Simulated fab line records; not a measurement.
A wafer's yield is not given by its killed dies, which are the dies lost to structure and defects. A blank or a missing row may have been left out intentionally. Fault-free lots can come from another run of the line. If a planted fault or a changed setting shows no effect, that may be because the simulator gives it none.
Split-lot trial :: flow n5_finfet :: 39 wafers read across 7 lots, on a route 1938 steps long

== SPLIT DETAILS ==
At N5_DUMMY_GATE_ETCH_37 (etches SOC in N2/H2, target depth 60 nm, overetch 30 nm), the setting source_w was moved away from the recipe's 840 W on 12 of the 39 wafers read, by -15.2% to +17.6%. This setting was run at the recipe's value on the other wafers.

The reading is taken at the split's own step.

== THE READING ==
rf_vpp_V, in V, at N5_DUMMY_GATE_ETCH_37 (etches SOC in N2/H2, target depth 60 nm, overetch 30 nm). Typical for fault-free wafers on this fab line: 524.6 V, with standard deviation 2.1 V.

wafer: L075.1
tool, chamber at the split: rie_diel-04, 3
source_w as run, W: 840
against the recipe: recipe
rf_vpp_V, V: 523.7
against lot-mates on the recipe: -

wafer: L075.2
tool, chamber at the split: rie_diel-04, 0
source_w as run, W: 840
against the recipe: recipe
rf_vpp_V, V: 523.7
against lot-mates on the recipe: -

wafer: L075.5
tool, chamber at the split: rie_diel-04, 2
source_w as run, W: 840
against the recipe: recipe
rf_vpp_V, V: 522.6
against lot-mates on the recipe: -

wafer: L078.1
tool, chamber at the split: rie_diel-05, 3
source_w as run, W: 840
against the recipe: recipe
rf_vpp_V, V: 522.3
against lot-mates on the recipe: -

wafer: L078.2
tool, chamber at the split: rie_diel-05, 1
source_w as run, W: 840
against the recipe: recipe
rf_vpp_V, V: 528.2
against lot-mates on the recipe: -

wafer: L078.3
tool, chamber at the split: rie_diel-05, 0
source_w as run, W: 840
against the recipe: recipe
rf_vpp_V, V: 526.2
against lot-mates on the recipe: -

wafer: L078.4
tool, chamber at the split: rie_diel-05, 2
source_w as run, W: 840
against the recipe: recipe
rf_vpp_V, V: 521.2
against lot-mates on the recipe: -

wafer: L078.5
tool, chamber at the split: rie_diel-05, 1
source_w as run, W: 840
against the recipe: recipe
rf_vpp_V, V: 528.2
against lot-mates on the recipe: -

wafer: L078.6
tool, chamber at the split: rie_diel-05, 0
source_w as run, W: 840
against the recipe: recipe
rf_vpp_V, V: 525.9
against lot-mates on the recipe: -

wafer: L079.1
tool, chamber at the split: rie_diel-01, 0
source_w as run, W: 789.6
against the recipe: -6.0%
rf_vpp_V, V: 536.8
against lot-mates on the recipe: +10.3

wafer: L079.2
tool, chamber at the split: rie_diel-01, 2
source_w as run, W: 789.6
against the recipe: -6.0%
rf_vpp_V, V: 537.3
against lot-mates on the recipe: +10.8

wafer: L079.3
tool, chamber at the split: rie_diel-01, 1
source_w as run, W: 840
against the recipe: recipe
rf_vpp_V, V: 527.5
against lot-mates on the recipe: -

wafer: L079.4
tool, chamber at the split: rie_diel-01, 0
source_w as run, W: 789.6
against the recipe: -6.0%
rf_vpp_V, V: 538.4
against lot-mates on the recipe: +11.9

wafer: L079.5
tool, chamber at the split: rie_diel-01, 1
source_w as run, W: 840
against the recipe: recipe
rf_vpp_V, V: 526.2
against lot-mates on the recipe: -

wafer: L079.6
tool, chamber at the split: rie_diel-01, 2
source_w as run, W: 840
against the recipe: recipe
rf_vpp_V, V: 525.8
against lot-mates on the recipe: -

wafer: L080.1
tool, chamber at the split: rie_diel-01, 0
source_w as run, W: 840
against the recipe: recipe
rf_vpp_V, V: 525.1
against lot-mates on the recipe: -

wafer: L080.2
tool, chamber at the split: rie_diel-01, 1
source_w as run, W: 840
against the recipe: recipe
rf_vpp_V, V: 525.3
against lot-mates on the recipe: -

wafer: L080.3
tool, chamber at the split: rie_diel-01, 2
source_w as run, W: 840
against the recipe: recipe
rf_vpp_V, V: 524.5
against lot-mates on the recipe: -

wafer: L080.4
tool, chamber at the split: rie_diel-01, 2
source_w as run, W: 840
against the recipe: recipe
rf_vpp_V, V: 525.9
against lot-mates on the recipe: -

wafer: L080.5
tool, chamber at the split: rie_diel-01, 0
source_w as run, W: 840
against the recipe: recipe
rf_vpp_V, V: 525.8
against lot-mates on the recipe: -

wafer: L080.6
tool, chamber at the split: rie_diel-01, 1
source_w as run, W: 840
against the recipe: recipe
rf_vpp_V, V: 527.4
against lot-mates on the recipe: -

wafer: L082.1
tool, chamber at the split: rie_diel-01, 2
source_w as run, W: 912.3
against the recipe: +8.6%
rf_vpp_V, V: 511.0
against lot-mates on the recipe: -14.8

wafer: L082.2
tool, chamber at the split: rie_diel-01, 0
source_w as run, W: 840
against the recipe: recipe
rf_vpp_V, V: 526.0
against lot-mates on the recipe: -

wafer: L082.3
tool, chamber at the split: rie_diel-01, 1
source_w as run, W: 840
against the recipe: recipe
rf_vpp_V, V: 526.3
against lot-mates on the recipe: -

wafer: L082.4
tool, chamber at the split: rie_diel-01, 3
source_w as run, W: 912.3
against the recipe: +8.6%
rf_vpp_V, V: 507.7
against lot-mates on the recipe: -18.1

wafer: L082.5
tool, chamber at the split: rie_diel-01, 3
source_w as run, W: 912.3
against the recipe: +8.6%
rf_vpp_V, V: 508.8
against lot-mates on the recipe: -17.0

wafer: L082.6
tool, chamber at the split: rie_diel-01, 2
source_w as run, W: 840
against the recipe: recipe
rf_vpp_V, V: 525.2
against lot-mates on the recipe: -

wafer: L083.1
tool, chamber at the split: rie_diel-04, 3
source_w as run, W: 840
against the recipe: recipe
rf_vpp_V, V: 522.8
against lot-mates on the recipe: -

wafer: L083.2
tool, chamber at the split: rie_diel-04, 1
source_w as run, W: 988
against the recipe: +17.6%
rf_vpp_V, V: 494.7
against lot-mates on the recipe: -28.3

wafer: L083.3
tool, chamber at the split: rie_diel-04, 0
source_w as run, W: 988
against the recipe: +17.6%
rf_vpp_V, V: 496.7
against lot-mates on the recipe: -26.3

wafer: L083.4
tool, chamber at the split: rie_diel-04, 3
source_w as run, W: 840
against the recipe: recipe
rf_vpp_V, V: 522.8
against lot-mates on the recipe: -

wafer: L083.5
tool, chamber at the split: rie_diel-04, 0
source_w as run, W: 840
against the recipe: recipe
rf_vpp_V, V: 523.5
against lot-mates on the recipe: -

wafer: L083.6
tool, chamber at the split: rie_diel-04, 1
source_w as run, W: 988
against the recipe: +17.6%
rf_vpp_V, V: 494.4
against lot-mates on the recipe: -28.6

wafer: L084.1
tool, chamber at the split: rie_diel-01, 2
source_w as run, W: 712.1
against the recipe: -15.2%
rf_vpp_V, V: 553.3
against lot-mates on the recipe: +28.3

wafer: L084.2
tool, chamber at the split: rie_diel-01, 0
source_w as run, W: 840
against the recipe: recipe
rf_vpp_V, V: 526.4
against lot-mates on the recipe: -

wafer: L084.3
tool, chamber at the split: rie_diel-01, 1
source_w as run, W: 712.1
against the recipe: -15.2%
rf_vpp_V, V: 557.1
against lot-mates on the recipe: +32.1

wafer: L084.4
tool, chamber at the split: rie_diel-01, 3
source_w as run, W: 840
against the recipe: recipe
rf_vpp_V, V: 521.7
against lot-mates on the recipe: -

wafer: L084.5
tool, chamber at the split: rie_diel-01, 0
source_w as run, W: 840
against the recipe: recipe
rf_vpp_V, V: 526.8
against lot-mates on the recipe: -

wafer: L084.6
tool, chamber at the split: rie_diel-01, 3
source_w as run, W: 712.1
against the recipe: -15.2%
rf_vpp_V, V: 549.6
against lot-mates on the recipe: +24.6

THE FIT
A straight line over all 39 wafers: rf_vpp_V changes by -1.79 V for each +1% of source_w; r = -0.99; the points scatter about the line by 2.1 V.
The same after taking each lot's own level away (the mean of its wafers on the recipe; 39 wafers): -1.74 V for each +1%; r = -0.99; scatter 2 V.
The reading moves by 31 V for the largest change in source_w, on that fit.
From 523.03 to 526.50 V: that is the span of the lots' own levels, equal to 1.7 times the standard deviation above.
So the lot-to-lot level changes the slope little: the two slopes agree.
Check: with one of the wafers moved furthest among these (+17.6%) left out of the fit, the line predicts -30.7 V for it against its lot-mates. It came out at -28.3 V against them.
Tool readings at the split's step, against how far the setting was moved: rf_vpp_V r = -0.99.

== OTHER SPLITS APPLIED TO THESE WAFERS ==
Note: prior to the reading, these wafers also went through further splits. Each is held against what the fit with the lots' levels taken away leaves over:
other split on the same wafers: N5_FIN_SAQP_EXPOSE_13 dose_mj
wafers away from the commonest value: 15
r with rf_vpp_V (lot level and that fit taken away): -0.02

other split on the same wafers: N5_FIN_CUT_CUT_ETCH_26 target_depth_a
wafers away from the commonest value: 9
r with rf_vpp_V (lot level and that fit taken away): +0.10

other split on the same wafers: N5_DUMMY_GATE_CVD_03 temp_c
wafers away from the commonest value: 27
r with rf_vpp_V (lot level and that fit taken away): -0.24

== THE FILE'S OWN FIT ==
rf_vpp_V changes by -1.73 V for each +1% of source_w, r = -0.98.
